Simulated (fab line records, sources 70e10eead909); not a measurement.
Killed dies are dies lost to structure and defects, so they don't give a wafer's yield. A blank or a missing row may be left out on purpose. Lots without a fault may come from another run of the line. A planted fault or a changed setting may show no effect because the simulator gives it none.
One fault seen from 2 desks | flow nand_harc | each desk has only its own numbers; what lay behind them comes last

THE TOOL OWNER'S DESK: rie_si-02
The tool's own readings at NHARC_A_WL_FILL_ETCHBACK_26 (etches the open film in HBr, target depth 52 nm, time 13.3 s): means of the sampled wafers that have a number, for each lot that ran on this tool. A lot is out of limits, marked OUT, if its mean lies more than 4 standard deviations from the usual mean; the brackets give that distance.
Columns: A = drypump_motor_current_A at NHARC_A_WL_FILL_ETCHBACK_26, usual 5.8 A; B = oes_product_au at NHARC_A_WL_FILL_ETCHBACK_26, usual 0.999 a.u.; C = run_length_s at NHARC_A_WL_FILL_ETCHBACK_26, usual 34.5 s; D = throttle_valve_pct at NHARC_A_WL_FILL_ETCHBACK_26, usual 23.265 %
lot  | first seen here | A   | B     | C               | D
L898 | day 16 21:34    | 5.7 | 0.984 | 34.2            | 23.259
L900 | day 17 13:55    | 5.6 | 0.992 | 34.5            | 23.274
L904 | day 18 08:58    | 5.3 | 1.016 | 33.5            | 23.263
L903 | day 19 07:10    | 5.4 | 1.012 | 31.9 (-8.4) OUT | 23.269
L906 | day 19 10:45    | 5.6 | 1.000 | 32.3 (-7.2) OUT | 23.271
This desk's finding: out of limits on L903, L906; first on L903, day 19 07:10 (run_length_s at NHARC_A_WL_FILL_ETCHBACK_26). In limits: L898, L900, L904.

THE DEFECT DESK
What the inspections along the route counted, lot by lot: means of the sampled wafers that have a number. A lot is out of limits, marked OUT, if its mean lies more than 4 standard deviations from the usual mean; the brackets give that distance.
Columns: A = raw_defect_count at NHARC_A_SIN_REMOVE_INSPECT_04, usual 310; B = raw_defect_count at NHARC_A_WL_FILL_INSPECT_15, usual 420
lot  | first seen here | A   | B
L894 | day 14 07:34    | 362 | 612
L897 | day 15 04:57    | 331 | 553
L896 | day 15 04:58    | 313 | 277
L899 | day 15 21:48    | 420 | 732
L898 | day 15 21:52    | 247 | 360
L900 | day 16 16:46    | 283 | 263
L904 | day 17 06:08    | 221 | 366
L903 | day 17 09:32    | 369 | 313
L906 | day 18 09:50    | 251 | 354
L912 | day 18 14:21    | 333 | 399
L914 | day 19 20:21    | 323 | 387
L915 | day 19 20:23    | 331 | 509
L916 | day 20 17:04    | 338 | 513
This desk's finding: nothing out of limits on any of the 13 lots.

PUT TOGETHER
The tool owner's desk could have raised an alarm at day 19 07:10, on L903, L906.
The defect desk saw nothing out of limits.
The defect desk has L903, L906 on record, within its limits.
Of the lots named, all ran NHARC_A_WL_FILL_ETCHBACK_26 on rie_si-02.

WHAT THE SIMULATOR HAD PUT IN
Process parameter drift: rie_si-02, from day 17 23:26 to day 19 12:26, at NHARC_A_WL_FILL_ETCHBACK_26. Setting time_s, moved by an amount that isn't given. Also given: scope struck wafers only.
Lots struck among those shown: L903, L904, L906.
Hours from the fault's start to each desk's first reading out of limits: the tool owner's desk, 32.
